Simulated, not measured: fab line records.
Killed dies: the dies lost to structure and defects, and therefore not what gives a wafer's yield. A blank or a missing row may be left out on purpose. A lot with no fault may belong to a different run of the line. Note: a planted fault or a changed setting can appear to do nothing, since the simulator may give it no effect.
fab line records | flow nandHarc
[record] lots = 13 wafers = 39 lastDay = 34
route steps=1302 shown P_STI@83 P_GATE@138
lots that met no fault: taken from a fault-free run of the same line
startH: start of the lot's first displayed wafer, in hours after the record's first day | waitH: how many hours have passed since the lot's step before this one | " identical to the entry in the row above | L1.1+2: several wafers, shown together as one row | - no value, or no start was given | * or withheld: withheld | < > ~ a bound
route shown NAME@n: NAME is a module with steps in the file, n the number in the route of the first one | usual: mean and standard deviation over wafers with no fault | same: alike in all rows | chamber/n: place in a boat | sites: the reading at each site | _std_site: how widely they spread, as a standard deviation | _edge_site: the outer-site mean with the inner-site mean subtracted | radiusMm: how far each site lies from the wafer's centre | mask NAME#n: copy n | behind: the last tool/chamber to shape the wafer | hold: why the lot went on hold/how many hours it stayed there/how the hold came to an end | device: names the non-switching transistor (n, p or np) | end of line: at the end of the route, the tests of the same wafers | step lacking rows: just its recipe | killed: not the wafer's yield, but the dies lost to structure and defects at the first sort | map: a wafer's dies, x killed, . not, _ none there
set.NAME: the setting as run; set.NAME@STEP: as run at that earlier step | model.NAME: the simulator's own value behind a step, which no gauge read
one table for each step of the route and one row for each wafer, over a sample of lots
services: the hour from which a tool's chamber was out of use, counted from the record's first day as startH (under 0 if before that day), plus the number of hours and why
[[steps]]
[step NHARC_P_STI_CD_MEAS_09]
[recipe] targetCdNm = 200 landingEnergyEv = 500
[usual] cdNm = 200.2/2.9
// columns lot.wafer tool chamber startH waitH cdNm
L526.2 cdSem-02 0 56.07 - 201.9
L526.3 " 0 " " 200.1
L526.6 " 0 " " 203.5
L527.1 cdSem-03 0 65.47 - 200.7
L527.2 " 0 " " 201.8
L527.3 " 0 " " 201.1
L528.1 cdSem-01 0 74.88 - 199.4
L528.4 " 0 " " 198.4
L528.5 " 0 " " 201.9
L530.1 cdSem-01 0 95.82 - 193.6
L530.2 " 0 " " 201.0
L530.4 " 0 " " 200.6
L531.1 cdSem-02 0 105.32 - 199.6
L531.2 " 0 " " 197.1
L531.6 " 0 " " 200.6
L532.1 cdSem-03 0 113.93 - 199.1
L532.3 " 0 " " 199.8
L532.4 " 0 " " 201.0
L542.2 cdSem-03 0 217.75 - 199.3
L542.4 " 0 " " 201.1
L542.5 " 0 " " 196.9
L543.1 cdSem-01 0 226.73 - 199.9
L543.2 " 0 " " 200.5
L543.4 " 0 " " 197.2
L544.3 cdSem-02 0 237.64 - 196.6
L544.4 " 0 " " 196.4
L544.5 " 0 " " 201.3
L545.1 cdSem-01 0 244.95 - 196.2
L545.3 " 0 " " 203.6
L545.4 " 0 " " 200.6
L546.4 cdSem-03 0 253.02 - 202.1
L546.5 " 0 " " 201.0
L546.6 " 0 " " 201.9
L547.1 cdSem-03 0 266.92 - 202.5
L547.2 " 0 " " 201.8
L547.5 " 0 " " 201.0
L548.2 cdSem-03 0 274.38 - 202.7
L548.4 " 0 " " 203.6
L548.6 " 0 " " 201.3
[step NHARC_P_STI_CMP_21]
[recipe] tOverpolishS = 20 targetThkNm = 380.67
[usual] motorCurrentA = 11.6/0.7 overpolishRunS = 20.000/0.0089 slurryFilterDpKPa = 13.48/0.13
[same] tOverpolishS = 20
// columns lot.wafer tool chamber startH waitH motorCurrentA overpolishRunS slurryFilterDpKPa
L526.2 cmp-01 0 74.54 0.4 12.5 20.003 13.49
L526.3 " 2 " " 12.6 19.999 13.86
L526.6 " 0 " " 12.0 20.004 13.34
L527.3 cmp-03 0 84.58 0.4 11.2 20.010 13.39
L527.2 " 1 " " 11.2 19.994 13.72
L527.1 " 2 " " 10.6 20.005 13.50
L528.1 cmp-03 2 98.73 0.4 11.2 20.003 13.53
L528.4 " 0 " " 11.6 20.003 13.62
L528.5 " 2 " " 11.2 19.994 13.60
L530.1 cmp-01 3 114.12 0.4 10.6 19.990 13.60
L530.2 " 0 " " 12.3 19.987 13.51
L530.4 " 1 " " 11.6 19.993 13.30
L531.2 cmp-03 0 124.12 0.4 12.2 20.000 13.31
L531.1 " 1 " " 11.7 19.985 13.62
L531.6 " 3 " " 10.8 19.984 13.59
L532.4 cmp-01 1 132.16 0.4 11.9 20.006 13.71
L532.3 " 3 " " 10.5 19.994 13.36
L532.1 " 0 " " 12.6 20.012 13.55
L542.2 cmp-01 3 236.82 0.4 10.6 20.008 13.54
L542.4 " 0 " " 12.6 20.010 13.56
L542.5 " 3 " " 10.8 19.992 13.41
L543.1 cmp-02 0 249.39 0.4 12.4 19.985 13.39
L543.4 " 1 " " 12.3 20.001 13.37
L543.2 " 2 " " 11.3 19.994 13.72
L544.4 cmp-03 1 255.66 0.4 11.0 20.006 13.54
L544.3 " 0 " " 11.8 20.001 13.42
L544.5 " 2 " " 11.1 19.992 13.51
L545.1 cmp-01 3 263.90 0.4 10.7 20.005 13.56
L545.3 " 0 " " 11.7 19.993 13.49
L545.4 " 1 " " 11.3 19.993 13.44
L546.4 cmp-01 3 272.55 0.4 10.8 19.994 13.33
L546.6 " 3 " " 11.2 19.990 13.46
L546.5 " 0 " " 12.2 19.986 13.37
L547.2 cmp-02 0 285.79 0.4 12.8 19.987 13.36
L547.1 " 1 " " 12.5 19.997 13.70
L547.5 " 3 " " 10.5 19.997 13.31
L548.4 cmp-03 2 292.64 0.4 11.5 19.987 13.29
L548.2 " 0 " " 11.7 19.994 13.51
L548.6 " 1 " " 11.5 20.009 13.33
[step NHARC_P_GATE_EXPOSE_23]
[recipe] na = 1.35 targetCdNm = 120 doseMj = 93.91 maskId = P_GATE
// columns lot.wafer tool chamber startH waitH mask
L526.2+3+6 arfiScanner-03 0 105.42 - P_GATE#0
L527.1+2+3 arfiScanner-01 0 118.83 - P_GATE#0
L528.1+4+5 arfiScanner-02 0 137.23 - P_GATE#0
L530.1+2+4 arfiScanner-02 0 146.76 - P_GATE#0
L531.1+2+6 arfiScanner-02 0 158.57 - P_GATE_R1#0
L532.1+3+4 arfiScanner-02 0 163.06 - P_GATE#0
L542.2+4+5 arfiScanner-02 0 277.98 - P_GATE#0
L543.1+2+4 arfiScanner-02 0 286.17 - P_GATE#0
L544.3+4+5 arfiScanner-01 0 292.45 - P_GATE#0
L545.1+3+4 arfiScanner-01 0 296.63 - P_GATE#0
L546.4+5+6 arfiScanner-01 0 308.21 - P_GATE#0
L547.1+2+5 arfiScanner-01 0 317.71 - P_GATE#0
L548.2+4+6 arfiScanner-02 0 322.67 - P_GATE#0
[step NHARC_P_GATE_CD_MEAS_26]
[recipe] targetCdNm = 120 landingEnergyEv = 500
[usual] cdNm = 120.4/0.91
// columns lot.wafer tool chamber startH waitH cdNm
L526.2 cdSem-03 0 105.56 - 120.2
L526.3 " 0 " " 119.8
L526.6 " 0 " " 120.3
L527.1 cdSem-01 0 118.96 - 120.2
L527.2 " 0 " " 120.3
L527.3 " 0 " " 120.6
L528.1 cdSem-01 0 137.37 - 120.5
L528.4 " 0 " " 119.6
L528.5 " 0 " " 119.7
L530.1 cdSem-01 0 146.90 - 121.3
L530.2 " 0 " " 119.2
L530.4 " 0 " " 121.0
L531.1 cdSem-01 0 158.71 - 90.0
L531.2 " 0 " " 89.0
L531.6 " 0 " " 90.0
L532.1 cdSem-03 0 163.20 - 119.9
L532.3 " 0 " " 119.6
L532.4 " 0 " " 119.6
L542.2 cdSem-01 0 278.12 - 122.2
L542.4 " 0 " " 121.9
L542.5 " 0 " " 120.8
L543.1 cdSem-02 0 286.31 - 120.0
L543.2 " 0 " " 120.7
L543.4 " 0 " " 118.5
L544.3 cdSem-01 0 292.58 - 120.2
L544.4 " 0 " " 119.9
L544.5 " 0 " " 118.6
L545.1 cdSem-02 0 296.77 - 120.2
L545.3 " 0 " " 120.1
L545.4 " 0 " " 120.3
L546.4 cdSem-01 0 308.34 - 119.8
L546.5 " 0 " " 120.6
L546.6 " 0 " " 120.4
L547.1 cdSem-01 0 317.85 - 119.2
L547.2 " 0 " " 120.8
L547.5 " 0 " " 120.8
L548.2 cdSem-03 0 322.81 - 119.6
L548.4 " 0 " " 119.7
L548.6 " 0 " " 121.5
[step NHARC_P_GATE_ETCH_32]
[recipe] targetDepthA = 1500 overEtchFrac = 1 overEtchIonEnergyEv = 40 timeS = 100.1 hbrFlowSccm = 150 cl2FlowSccm = 50 rfW = 400 icpW = 400 biasW = 100 chemistry = HBr/Cl2
[usual] drypumpMotorCurrentA = 5.7/0.46 hbrFlowSccm = 150.0/0.48 oesProductAu = 0.991/0.013 rfFwdPowerW = 397.0/1.5 throttleValvePct = 26.406/0.0094
// columns lot.wafer tool chamber startH waitH drypumpMotorCurrentA hbrFlowSccm oesProductAu rfFwdPowerW rfHoursCounterH throttleValvePct
L526.2 rieSi-04 3 106.22 - 5.3 150.6 1.004 399.3 0.63 26.417
L526.3 " 2 " " 6.2 150.2 0.976 397.9 0.67 26.407
L526.6 " 0 " " 5.2 150.2 0.995 396.5 - 26.397
L527.3 rieSi-04 1 119.61 - 5.3 149.9 1.005 394.9 0.69 26.407
L527.1 " 3 " " 5.4 150.3 0.989 397.9 0.73 26.417
L527.2 " 0 " " 5.2 149.9 0.989 398.3 0.76 26.420
L528.1 rieSi-06 1 138.02 - 5.9 150.0 1.014 399.0 0.29 26.414
L528.4 " 2 " " 5.6 150.7 0.986 395.2 0.33 26.409
L528.5 " 2 " " 5.6 150.1 1.000 397.5 - 26.410
L530.1 rieSi-06 3 147.61 - 6.2 149.6 0.999 399.5 0.43 26.413
L530.2 " 0 " " 5.7 149.7 0.986 397.7 0.39 26.412
L530.4 " 1 " " 5.9 150.4 1.006 398.3 0.41 26.402
L531.1 rieSi-03 2 159.36 - 5.9 150.2 0.982 394.1 0.68 26.416
L531.2 " 3 " " 6.1 150.2 1.001 396.3 0.76 26.409
L531.6 " 3 " " 6.2 151.0 0.986 398.0 - 26.398
L532.3 rieSi-04 2 163.85 - 6.3 149.6 0.969 397.5 1.01 26.417
L532.4 " 3 " " 5.3 150.5 1.002 398.8 0.95 26.410
L532.1 " 0 " " 5.2 150.3 0.992 397.8 0.99 26.408
L542.2 rieSi-03 1 278.77 - 6.4 150.5 0.977 395.2 0.36 26.403
L542.4 " 0 " " 4.9 149.7 1.007 397.2 0.37 26.399
L542.5 " 1 " " 6.3 150.8 0.987 395.7 - 26.399
L543.4 rieSi-04 2 286.96 - 6.3 150.2 0.982 395.7 0.64 26.422
L543.1 " 3 " " 5.3 150.0 0.990 398.0 0.69 26.399
L543.2 " 0 " " 5.2 149.4 0.998 396.7 0.61 26.405
L544.3 rieSi-03 1 293.54 - 6.3 149.2 0.981 395.9 0.53 26.396
L544.4 " 2 " " 5.9 150.0 0.971 396.4 0.42 26.405
L544.5 " 1 " " 6.4 149.8 0.992 395.7 - 26.394
L545.1 rieSi-04 2 297.46 - 6.2 149.4 0.992 396.0 0.74 26.409
L545.3 " 3 " " 5.3 149.1 0.999 398.7 0.79 26.401
L545.4 " 1 " " 5.3 150.1 0.999 396.9 0.71 26.401
L546.4 rieSi-06 0 309.01 - 5.7 150.4 0.985 397.8 0.23 26.422
L546.6 " 2 " " 5.6 149.7 1.004 395.4 - 26.411
L546.5 " 3 " " 6.2 149.4 1.005 395.4 - 26.431
L547.2 rieSi-04 1 318.53 - 5.3 150.6 0.996 395.9 0.80 26.393
L547.1 " 0 " " 5.2 150.2 0.996 397.5 0.81 26.408
L547.5 " 2 " " 6.3 150.5 0.984 399.1 - 26.395
L548.2 rieSi-06 1 323.45 - 5.8 149.5 1.015 398.1 0.17 26.407
L548.4 " 0 " " 5.7 150.0 0.979 395.5 0.32 26.392
L548.6 " 1 " " 5.8 149.1 1.023 399.0 - 26.410
[step NHARC_P_GATE_CD_MEAS_33]
[usual] cdNm = 121/3.6
// columns lot.wafer tool chamber startH waitH cdNm
L526.2 cdSem-01 - 106.56 - 120
L526.3 " - " " 117
L526.6 " - " " 119
L527.1 cdSem-02 - 119.95 - 122
L527.2 " - " " 121
L527.3 " - " " 119
L528.1 cdSem-01 - 138.35 - 121
L528.4 " - " " 123
L528.5 " - " " 118
L530.1 cdSem-01 - 147.95 - 121
L530.2 " - " " 119
L530.4 " - " " 121
L531.1 cdSem-02 - 159.70 - 94
L531.2 " - " " 86
L531.6 " - " " 93
L532.1 cdSem-02 - 164.18 - 121
L532.3 " - " " 121
L532.4 " - " " 122
L542.2 cdSem-03 - 279.11 - 130
L542.4 " - " " 122
L542.5 " - " " 127
L543.1 cdSem-01 - 287.29 - 116
L543.2 " - " " 113
L543.4 " - " " 120
L544.3 cdSem-02 - 293.90 - 130
L544.4 " - " " 124
L544.5 " - " " 126
L545.1 cdSem-01 - 297.79 - 118
L545.3 " - " " 114
L545.4 " - " " 119
L546.4 cdSem-02 - 309.32 - 115
L546.5 " - " " 121
L546.6 " - " " 118
L547.1 cdSem-03 - 318.90 - 117
L547.2 " - " " 120
L547.5 " - " " 117
L548.2 cdSem-01 - 323.79 - 120
L548.4 " - " " 121
L548.6 " - " " 123
[[services]]
// columns tool chamber startH hours kind
cmp-03 - 64.00 4.0 pm
arfiScanner-01 - 80.00 4.0 pm
cmp-01 - 83.77 0.8 repair
rieSi-04 3 84.82 8.2 repair
cmp-01 - 87.57 4.0 pm
rieSi-04 - 90.84 0.4 repair
arfiScanner-01 - 116.65 0.2 repair
arfiScanner-02 - 140.01 4.0 pm
cmp-03 - 140.12 1.6 repair
cmp-03 - 161.99 0.5 repair
rieSi-04 - 165.00 9.0 pm
cmp-03 - 167.02 2.4 repair
rieSi-04 0 175.11 15.5 repair
cmp-01 - 185.57 4.0 pm
arfiScanner-01 - 213.36 2.3 repair
arfiScanner-01 - 222.68 0.5 repair
cmp-03 - 236.16 0.3 repair
arfiScanner-01 - 252.00 4.0 pm
arfiScanner-02 - 252.39 0.4 repair
cmp-03 - 260.47 4.0 pm
cmp-01 - 283.57 4.0 pm
rieSi-04 3 298.51 35.3 repair
rieSi-04 1 311.14 5.5 repair
arfiScanner-02 - 312.01 4.0 pm
[[key]]
[firstSign] step = NHARC_P_GATE_EXPOSE_23 reading = mask direction = changed
[effect] step = NHARC_P_GATE_CD_MEAS_26 reading = cdNm direction = down sigmas = 34 usual = 120.4 struck = 89.7
[effect] step = NHARC_P_GATE_CD_MEAS_33 reading = cdNm direction = down sigmas = 8.1 usual = 121 struck = 91
metAt NHARC_P_GATE_EXPOSE_23
struckLots L531
laterRowsLeftOut L531.1,L531.2,L531.6
sortLeftOut L531.1,L531.2,L531.6
testerLeftOut L531
notActingAt NHARC_P_STI_CD_MEAS_09,NHARC_P_STI_CMP_21,NHARC_P_GATE_ETCH_32
onsetBetween 146.76 158.57
[fault] kind = wrongMask tool = any chamber = - onsetH = 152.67 steps = NHARC_P_GATE_EXPOSE_23 auxCopy = P_GATE_R1#0 cdOffsetNm = -29.624 scope = struckLotsOnly
// testerLeftOut: of these lots the tester's yield and bins aren't shown, on N5 and GAA mostly nor the transistor test; their killed dies are dies lost to structure and defects alone, not to doping, threshold or leakage, so they don't give the yield
// sortLeftOut: the simulated sort isn't trusted on such a fault, so these wafers' sort isn't shown, and their yield isn't known
// laterRowsLeftOut: the simulator's readings of these wafers behind a module that went badly wrong aren't trusted and aren't shown, but for the sort
